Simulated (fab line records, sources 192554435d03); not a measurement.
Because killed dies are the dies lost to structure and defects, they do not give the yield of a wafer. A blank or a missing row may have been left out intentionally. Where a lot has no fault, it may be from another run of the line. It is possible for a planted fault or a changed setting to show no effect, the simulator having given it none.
Split-lot trial / flow n5_finfet / 7 lots, 39 wafers read, on a route of 1938 steps

SPLIT DETAILS
At N5_BEOL_M11_PECVD_70 (deposits SiO2 from TEOS/O2, target thk 20 nm, time 22.7 s), the setting time_s was moved away from the recipe's 22.7 s on 15 of the 39 wafers read, by -42.5% to +55.5%. The other wafers ran this setting at the recipe's value.

FROM THE SPLIT TO THE READING: what the file shows between them, 4 steps
- N5_BEOL_M11_HM_DEP_02: deposits TiN, target thk 20 nm
- N5_BEOL_M11_COAT_59: time 60 s, resist thk 100 nm
- N5_BEOL_M11_ECD_50: material Cu, target thk 318 nm
- N5_BEOL_M11_ANNEAL_51: time 90 s

THE READING
barrier_field_endpoint_s, in s, at N5_BEOL_M11_CMP_52 (polishes, stops on SiCOH lowk, t overpolish 7 s, target thk 140 nm). On this fab line, fault-free wafers typically give 28.5 s with a standard deviation of 0.76 s.

wafer=L081.4; tool, chamber at the split=pecvd-03, 2,1,0; time_s as run, s=22.7; against the recipe=recipe; barrier_field_endpoint_s, s=29.9; against lot-mates on the recipe=-
wafer=L081.3; tool, chamber at the split=pecvd-03, 0; time_s as run, s=22.7; against the recipe=recipe; barrier_field_endpoint_s, s=29.8; against lot-mates on the recipe=-
wafer=L081.2; tool, chamber at the split=pecvd-03, 2,1,0; time_s as run, s=22.7; against the recipe=recipe; barrier_field_endpoint_s, s=29.1; against lot-mates on the recipe=-
wafer=L081.1; tool, chamber at the split=pecvd-03, 1; time_s as run, s=22.7; against the recipe=recipe; barrier_field_endpoint_s, s=28.9; against lot-mates on the recipe=-
wafer=L081.5; tool, chamber at the split=pecvd-03, 2,1,0; time_s as run, s=22.7; against the recipe=recipe; barrier_field_endpoint_s, s=30.4; against lot-mates on the recipe=-
wafer=L081.6; tool, chamber at the split=pecvd-03, 1; time_s as run, s=22.7; against the recipe=recipe; barrier_field_endpoint_s, s=29.7; against lot-mates on the recipe=-
wafer=L085.4; tool, chamber at the split=pecvd-02, 1; time_s as run, s=22.7; against the recipe=recipe; barrier_field_endpoint_s, s=28.6; against lot-mates on the recipe=-
wafer=L085.2; tool, chamber at the split=pecvd-02, 2; time_s as run, s=22.7; against the recipe=recipe; barrier_field_endpoint_s, s=27.7; against lot-mates on the recipe=-
wafer=L085.1; tool, chamber at the split=pecvd-02, 0; time_s as run, s=22.7; against the recipe=recipe; barrier_field_endpoint_s, s=29.2; against lot-mates on the recipe=-
wafer=L089.3; tool, chamber at the split=pecvd-02, 1,0; time_s as run, s=34.81; against the recipe=+53.3%; barrier_field_endpoint_s, s=38.4; against lot-mates on the recipe=+11.0
wafer=L089.2; tool, chamber at the split=pecvd-02, 1,0; time_s as run, s=34.81; against the recipe=+53.3%; barrier_field_endpoint_s, s=39.3; against lot-mates on the recipe=+11.9
wafer=L089.4; tool, chamber at the split=pecvd-02, 0,2; time_s as run, s=22.7; against the recipe=recipe; barrier_field_endpoint_s, s=27.1; against lot-mates on the recipe=-
wafer=L089.1; tool, chamber at the split=pecvd-02, 2; time_s as run, s=22.7; against the recipe=recipe; barrier_field_endpoint_s, s=27.7; against lot-mates on the recipe=-
wafer=L089.6; tool, chamber at the split=pecvd-02, 0,2; time_s as run, s=22.7; against the recipe=recipe; barrier_field_endpoint_s, s=27.4; against lot-mates on the recipe=-
wafer=L089.5; tool, chamber at the split=pecvd-02, 1; time_s as run, s=34.81; against the recipe=+53.3%; barrier_field_endpoint_s, s=39.7; against lot-mates on the recipe=+12.3
wafer=L090.2; tool, chamber at the split=pecvd-03, 1; time_s as run, s=13.67; against the recipe=-39.8%; barrier_field_endpoint_s, s=19.2; against lot-mates on the recipe=-9.5
wafer=L090.3; tool, chamber at the split=pecvd-03, 2; time_s as run, s=22.7; against the recipe=recipe; barrier_field_endpoint_s, s=28.1; against lot-mates on the recipe=-
wafer=L090.4; tool, chamber at the split=pecvd-03, 2; time_s as run, s=22.7; against the recipe=recipe; barrier_field_endpoint_s, s=29.9; against lot-mates on the recipe=-
wafer=L090.1; tool, chamber at the split=pecvd-03, 0; time_s as run, s=13.67; against the recipe=-39.8%; barrier_field_endpoint_s, s=19.7; against lot-mates on the recipe=-9.0
wafer=L090.5; tool, chamber at the split=pecvd-03, 1; time_s as run, s=22.7; against the recipe=recipe; barrier_field_endpoint_s, s=28.1; against lot-mates on the recipe=-
wafer=L090.6; tool, chamber at the split=pecvd-03, 0; time_s as run, s=13.67; against the recipe=-39.8%; barrier_field_endpoint_s, s=19.9; against lot-mates on the recipe=-8.8
wafer=L091.3; tool, chamber at the split=pecvd-02, 0,2; time_s as run, s=13.05; against the recipe=-42.5%; barrier_field_endpoint_s, s=18.2; against lot-mates on the recipe=-9.5
wafer=L091.1; tool, chamber at the split=pecvd-02, 0,2; time_s as run, s=13.05; against the recipe=-42.5%; barrier_field_endpoint_s, s=17.6; against lot-mates on the recipe=-10.1
wafer=L091.2; tool, chamber at the split=pecvd-02, 1; time_s as run, s=22.7; against the recipe=recipe; barrier_field_endpoint_s, s=27.6; against lot-mates on the recipe=-
wafer=L091.4; tool, chamber at the split=pecvd-02, 2; time_s as run, s=13.05; against the recipe=-42.5%; barrier_field_endpoint_s, s=17.8; against lot-mates on the recipe=-9.9
wafer=L091.5; tool, chamber at the split=pecvd-02, 0; time_s as run, s=22.7; against the recipe=recipe; barrier_field_endpoint_s, s=27.7; against lot-mates on the recipe=-
wafer=L091.6; tool, chamber at the split=pecvd-02, 1; time_s as run, s=22.7; against the recipe=recipe; barrier_field_endpoint_s, s=27.7; against lot-mates on the recipe=-
wafer=L095.4; tool, chamber at the split=pecvd-04, 0; time_s as run, s=35.29; against the recipe=+55.5%; barrier_field_endpoint_s, s=42.7; against lot-mates on the recipe=+14.4
wafer=L095.1; tool, chamber at the split=pecvd-04, 2; time_s as run, s=22.7; against the recipe=recipe; barrier_field_endpoint_s, s=27.9; against lot-mates on the recipe=-
wafer=L095.2; tool, chamber at the split=pecvd-04, 0; time_s as run, s=22.7; against the recipe=recipe; barrier_field_endpoint_s, s=27.9; against lot-mates on the recipe=-
wafer=L095.3; tool, chamber at the split=pecvd-04, 2,0; time_s as run, s=35.29; against the recipe=+55.5%; barrier_field_endpoint_s, s=41.9; against lot-mates on the recipe=+13.6
wafer=L095.6; tool, chamber at the split=pecvd-04, 2,0; time_s as run, s=35.29; against the recipe=+55.5%; barrier_field_endpoint_s, s=41.7; against lot-mates on the recipe=+13.4
wafer=L095.5; tool, chamber at the split=pecvd-04, 2; time_s as run, s=22.7; against the recipe=recipe; barrier_field_endpoint_s, s=29.2; against lot-mates on the recipe=-
wafer=L096.4; tool, chamber at the split=pecvd-03, 0; time_s as run, s=22.7; against the recipe=recipe; barrier_field_endpoint_s, s=28.4; against lot-mates on the recipe=-
wafer=L096.2; tool, chamber at the split=pecvd-03, 1; time_s as run, s=22.7; against the recipe=recipe; barrier_field_endpoint_s, s=28.0; against lot-mates on the recipe=-
wafer=L096.1; tool, chamber at the split=pecvd-03, 0,2; time_s as run, s=29.63; against the recipe=+30.5%; barrier_field_endpoint_s, s=34.7; against lot-mates on the recipe=+6.4
wafer=L096.3; tool, chamber at the split=pecvd-03, 0,2; time_s as run, s=29.63; against the recipe=+30.5%; barrier_field_endpoint_s, s=37.1; against lot-mates on the recipe=+8.8
wafer=L096.5; tool, chamber at the split=pecvd-03, 2; time_s as run, s=29.63; against the recipe=+30.5%; barrier_field_endpoint_s, s=35.7; against lot-mates on the recipe=+7.4
wafer=L096.6; tool, chamber at the split=pecvd-03, 1; time_s as run, s=22.7; against the recipe=recipe; barrier_field_endpoint_s, s=28.5; against lot-mates on the recipe=-
Rows listing several chambers each stand for several wafers; the file does not say which wafer went through which chamber.

THE FIT
A straight line over all 39 wafers: barrier_field_endpoint_s changes by +0.23 s for each +1% of time_s; r = +0.99; the points scatter about the line by 1 s.
The same after taking each lot's own level away (the mean of its wafers on the recipe; 39 wafers): +0.234 s for each +1%; r = +1.00; scatter 0.64 s.
The reading moves by 13 s for the largest change in time_s, on that fit.
Measured against the standard deviation above, the lots' own levels, which go from 27.40 to 29.63 s, span 2.9 times it.
Hence the lot-to-lot level has little effect on the slope; both slopes agree.
Check: for one of the wafers moved furthest among these (+55.5%), held out of the fit, the line's prediction against its lot-mates is +12.9 s. Against them it came out at +14.4 s.

THE WHOLE CHAIN: every reading that the file lists as answering this split, in the file's order
step=N5_BEOL_M11_PECVD_70; what it does=deposits SiO2 from TEOS/O2, target thk 20 nm, time 22.7 s; reading=SiO2_of_BEOL_M11_PECVD_70.thk_nm (the simulator's own value, which no gauge read); change (the file's fit)=+0.198 nm for each +1% of the setting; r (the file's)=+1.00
step=N5_BEOL_M11_CMP_52; what it does=polishes, stops on SiCOH lowk, t overpolish 7 s, target thk 140 nm; reading=barrier_field_endpoint_s; change (the file's fit)=+0.234 s for each +1% of the setting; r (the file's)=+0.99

FILE'S OWN FIT
barrier_field_endpoint_s changes by +0.234 s for each +1% of time_s, r = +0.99.
